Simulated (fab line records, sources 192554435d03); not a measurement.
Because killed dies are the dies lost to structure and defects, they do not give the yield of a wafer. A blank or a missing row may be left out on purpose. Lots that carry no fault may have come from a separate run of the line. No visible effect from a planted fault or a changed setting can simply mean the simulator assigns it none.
Matching of chambers :: flow n5 finfet :: 3 sister chambers for N5_BEOL_M0_SAQP_PECVD_00 on pecvd-04
The step deposits SiCN from 3MS/NH3, target thk 8 nm, time 14 s. 20 wafers are shown with their chamber, then 10 later ones without.

## EACH WAFER AND ITS CHAMBER
wafer: L078.1
chamber: 0
throttle valve pct (%): 9.0
showerhead plenum p Torr (Torr): 3.672

wafer: L078.2
chamber: 1
throttle valve pct (%): 8.4
showerhead plenum p Torr (Torr): 3.664

wafer: L078.4
chamber: 1
throttle valve pct (%): 8.9
showerhead plenum p Torr (Torr): 3.669

wafer: L079.1
chamber: 1
throttle valve pct (%): 9.1
showerhead plenum p Torr (Torr): 3.670

wafer: L079.4
chamber: 1
throttle valve pct (%): 8.6
showerhead plenum p Torr (Torr): 3.662

wafer: L079.6
chamber: 0
throttle valve pct (%): 9.2
showerhead plenum p Torr (Torr): 3.666

wafer: L081.3
chamber: 0
throttle valve pct (%): 8.8
showerhead plenum p Torr (Torr): 3.664

wafer: L081.4
chamber: 1
throttle valve pct (%): 8.8
showerhead plenum p Torr (Torr): 3.666

wafer: L081.6
chamber: 0
throttle valve pct (%): 8.9
showerhead plenum p Torr (Torr): 3.668

wafer: L082.3
chamber: 0
throttle valve pct (%): 9.1
showerhead plenum p Torr (Torr): 3.666

wafer: L082.4
chamber: 1
throttle valve pct (%): 8.6
showerhead plenum p Torr (Torr): 3.655

wafer: L082.6
chamber: 0
throttle valve pct (%): 9.1
showerhead plenum p Torr (Torr): 3.656

wafer: L085.2
chamber: 0
throttle valve pct (%): 9.1
showerhead plenum p Torr (Torr): 3.664

wafer: L085.4
chamber: 0
throttle valve pct (%): 9.1
showerhead plenum p Torr (Torr): 3.664

wafer: L085.6
chamber: 2
throttle valve pct (%): 8.4
showerhead plenum p Torr (Torr): 3.652

wafer: L086.1
chamber: 0
throttle valve pct (%): 9.1
showerhead plenum p Torr (Torr): 3.668

wafer: L086.2
chamber: 1
throttle valve pct (%): 8.8
showerhead plenum p Torr (Torr): 3.669

wafer: L086.3
chamber: 2
throttle valve pct (%): 8.1
showerhead plenum p Torr (Torr): 3.661

wafer: L089.1
chamber: 0
throttle valve pct (%): 9.0
showerhead plenum p Torr (Torr): 3.657

wafer: L089.4
chamber: 1
throttle valve pct (%): 8.6
showerhead plenum p Torr (Torr): 3.676

SIGNATURES, as means of the wafers listed above
reading: throttle valve pct
chamber 0: 9.040
chamber 1: 8.725
chamber 2: 8.250
scatter within a chamber: 0.172

reading: showerhead plenum p Torr
chamber 0: 3.66450
chamber 1: 3.66637
chamber 2: 3.65650
scatter within a chamber: 0.00558
Rule: a wafer's distance from a chamber is the root of the sum, over the readings, of the square of ((its reading less the chamber's mean) divided by the reading's scatter). The wafer belongs to the nearest chamber; if the next one is less than 2 further off, it can't be placed. The scatter: the root of (the sum of the squares of (reading less its chamber's mean) over the shown wafers, divided by (wafers less chambers)).

## WAFERS MISSING THEIR CHAMBER
wafer: L089.6
throttle valve pct (%): 8.2
showerhead plenum p Torr (Torr): 3.661

wafer: L090.1
throttle valve pct (%): 8.9
showerhead plenum p Torr (Torr): 3.667

wafer: L090.5
throttle valve pct (%): 8.9
showerhead plenum p Torr (Torr): 3.662

wafer: L090.6
throttle valve pct (%): 9.0
showerhead plenum p Torr (Torr): 3.669

wafer: L094.4
throttle valve pct (%): 8.7
showerhead plenum p Torr (Torr): 3.669

wafer: L094.5
throttle valve pct (%): 8.6
showerhead plenum p Torr (Torr): 3.660

wafer: L094.6
throttle valve pct (%): 8.9
showerhead plenum p Torr (Torr): 3.668

wafer: L095.1
throttle valve pct (%): 9.2
showerhead plenum p Torr (Torr): 3.657

wafer: L095.3
throttle valve pct (%): 8.8
showerhead plenum p Torr (Torr): 3.673

wafer: L095.6
throttle valve pct (%): 9.2
showerhead plenum p Torr (Torr): 3.656

## THE CHAMBER EACH PASSED THROUGH
wafer: L089.6
from the rows above: 2
in truth: 2

wafer: L090.1
from the rows above: can't be placed: 0 or 1
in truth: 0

wafer: L090.5
from the rows above: can't be placed: 0 or 1
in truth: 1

wafer: L090.6
from the rows above: can't be placed: 0 or 1
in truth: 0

wafer: L094.4
from the rows above: can't be placed: 1 or 0
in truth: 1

wafer: L094.5
from the rows above: can't be placed: 1 or 2 or 0
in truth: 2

wafer: L094.6
from the rows above: can't be placed: 0 or 1
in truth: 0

wafer: L095.1
from the rows above: can't be placed: 0 or 1
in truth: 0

wafer: L095.3
from the rows above: can't be placed: 1 or 0
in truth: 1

wafer: L095.6
from the rows above: can't be placed: 0 or 1
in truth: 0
Correct placement for 1 of the 10. Can't be placed from these rows: 9 (the true chamber is among the candidates in 9). Placed wrongly: 0.
